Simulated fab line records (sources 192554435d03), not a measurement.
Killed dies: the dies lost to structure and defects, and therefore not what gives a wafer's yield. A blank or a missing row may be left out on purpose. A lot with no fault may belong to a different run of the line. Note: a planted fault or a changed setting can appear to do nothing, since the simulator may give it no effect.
Chamber matching :: flow n5_finfet :: N5_BEOL_M10_CURE_72 on uv_cure-03: 3 sister chambers
The step cures SiCOH lowk, time 120 s. 18 wafers are shown with their chamber, then 9 later ones without.

== WAFERS WITH THEIR CHAMBER ==
wafer: L077.2
chamber: 0
wafer_temp_C_max: 371.4
lamp_power_pct (%): 52.41

wafer: L077.3
chamber: 0
wafer_temp_C_max: 371.1
lamp_power_pct (%): 52.29

wafer: L077.5
chamber: 0
wafer_temp_C_max: 371.2
lamp_power_pct (%): 52.30

wafer: L078.3
chamber: 1
wafer_temp_C_max: 371.1
lamp_power_pct (%): 52.31

wafer: L078.4
chamber: 1
wafer_temp_C_max: 371.4
lamp_power_pct (%): 52.36

wafer: L078.6
chamber: 1
wafer_temp_C_max: 371.0
lamp_power_pct (%): 52.41

wafer: L076.3
chamber: 1
wafer_temp_C_max: 371.4
lamp_power_pct (%): 52.35

wafer: L076.4
chamber: 1
wafer_temp_C_max: 371.1
lamp_power_pct (%): 52.29

wafer: L076.5
chamber: 1
wafer_temp_C_max: 371.3
lamp_power_pct (%): 52.29

wafer: L084.4
chamber: 2
wafer_temp_C_max: 371.5
lamp_power_pct (%): 52.32

wafer: L084.5
chamber: 2
wafer_temp_C_max: 371.7
lamp_power_pct (%): 52.29

wafer: L084.6
chamber: 2
wafer_temp_C_max: 371.7
lamp_power_pct (%): 52.29

wafer: L088.1
chamber: 1
wafer_temp_C_max: 371.9
lamp_power_pct (%): 52.30

wafer: L088.3
chamber: 1
wafer_temp_C_max: 371.2
lamp_power_pct (%): 52.30

wafer: L088.5
chamber: 1
wafer_temp_C_max: 370.9
lamp_power_pct (%): 52.23

wafer: L089.2
chamber: 1
wafer_temp_C_max: 371.8
lamp_power_pct (%): 52.32

wafer: L089.4
chamber: 1
wafer_temp_C_max: 371.4
lamp_power_pct (%): 52.15

wafer: L089.5
chamber: 1
wafer_temp_C_max: 371.7
lamp_power_pct (%): 52.31

SIGNATURES (means of the wafers above)
reading: wafer_temp_C_max
chamber 0: 371.233
chamber 1: 371.350
chamber 2: 371.633
scatter within a chamber: 0.281

reading: lamp_power_pct
chamber 0: 52.3333
chamber 1: 52.3017
chamber 2: 52.3000
scatter within a chamber: 0.061
Rule: a wafer lies at a distance from a chamber equal to the root of the sum of squares, over the readings, of (its reading less the chamber's mean, divided by the reading's scatter). The wafer belongs to the nearest chamber; if the next one is less than 2 further off, it can't be placed. The scatter: the root of (the sum of the squares of (reading less its chamber's mean) over the shown wafers, divided by (wafers less chambers)).

== WAFERS WITHOUT THEIR CHAMBER ==
wafer: L097.2
wafer_temp_C_max: 371.2
lamp_power_pct (%): 52.21

wafer: L097.4
wafer_temp_C_max: 371.7
lamp_power_pct (%): 52.33

wafer: L097.6
wafer_temp_C_max: 371.5
lamp_power_pct (%): 52.33

wafer: L096.2
wafer_temp_C_max: 370.9
lamp_power_pct (%): 52.24

wafer: L096.3
wafer_temp_C_max: 371.3
lamp_power_pct (%): 52.36

wafer: L096.5
wafer_temp_C_max: 371.5
lamp_power_pct (%): 52.31

wafer: L095.3
wafer_temp_C_max: 371.0
lamp_power_pct (%): 52.30

wafer: L095.4
wafer_temp_C_max: 371.1
lamp_power_pct (%): 52.28

wafer: L095.5
wafer_temp_C_max: 370.8
lamp_power_pct (%): 52.24

== THE CHAMBER EACH PASSED THROUGH ==
wafer: L097.2
from the rows above: can't be placed: 1 or 0 or 2
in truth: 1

wafer: L097.4
from the rows above: can't be placed: 2 or 1 or 0
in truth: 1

wafer: L097.6
from the rows above: can't be placed: 2 or 1 or 0
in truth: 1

wafer: L096.2
from the rows above: can't be placed: 1 or 0 or 2
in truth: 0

wafer: L096.3
from the rows above: can't be placed: 0 or 1 or 2
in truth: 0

wafer: L096.5
from the rows above: can't be placed: 2 or 1 or 0
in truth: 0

wafer: L095.3
from the rows above: can't be placed: 0 or 1 or 2
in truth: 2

wafer: L095.4
from the rows above: can't be placed: 1 or 0 or 2
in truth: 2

wafer: L095.5
from the rows above: can't be placed: 0 or 1 or 2
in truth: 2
Correctly placed: 0 of 9. Unplaceable from these rows: 9, with the true chamber sitting among the candidates in 9. Wrongly placed: 0.
